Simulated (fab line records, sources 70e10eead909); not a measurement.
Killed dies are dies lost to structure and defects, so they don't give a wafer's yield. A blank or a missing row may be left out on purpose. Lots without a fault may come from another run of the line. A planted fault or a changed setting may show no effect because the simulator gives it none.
Chamber matching | flow nand_harc | NHARC_P_M0_STRIP_18 on rie_diel-09: 4 sister chambers
The step strips in N2/H2. 4 wafers are shown with their chamber, then 9 later ones without.

WAFERS WITH THEIR CHAMBER
wafer  | chamber | drypump_motor_current_A (A)
L089.4 | 2       | 5.0
L090.1 | 1       | 6.1
L090.3 | 3       | 5.2
L090.4 | 0       | 5.7

WAFERS WITHOUT THEIR CHAMBER
wafer  | drypump_motor_current_A (A)
L090.2 | 5.0
L090.5 | 5.1
L090.6 | 6.1
L092.4 | 5.7
L092.5 | 5.2
L092.6 | 6.1
L096.3 | 5.0
L096.5 | 5.2
L096.6 | 5.1

WHICH CHAMBER EACH WENT THROUGH
wafer  | from the rows above     | in truth
L090.2 | 2                       | 2
L090.5 | can't be placed: 2 or 3 | 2
L090.6 | 1                       | 1
L092.4 | 0                       | 0
L092.5 | 3                       | 3
L092.6 | 1                       | 1
L096.3 | 2                       | 2
L096.5 | 3                       | 3
L096.6 | can't be placed: 2 or 3 | 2
Placed correctly: 7 of 9. Can't be placed from these rows: 2 (the true chamber is among the candidates in 2). Placed wrongly: 0.
How it was worked out, from the rows above alone: a wafer's distance from a chamber is the root of the sum, over the readings, of the square of ((its reading less the chamber's mean) divided by the reading's scatter). The wafer belongs to the nearest chamber; if the next one is less than 2 further off, it can't be placed. A chamber's mean is the mean of its shown wafers. The scatter: with one shown wafer a chamber, the root of the mean of the squares of how far each hidden wafer lies from its nearest shown one.
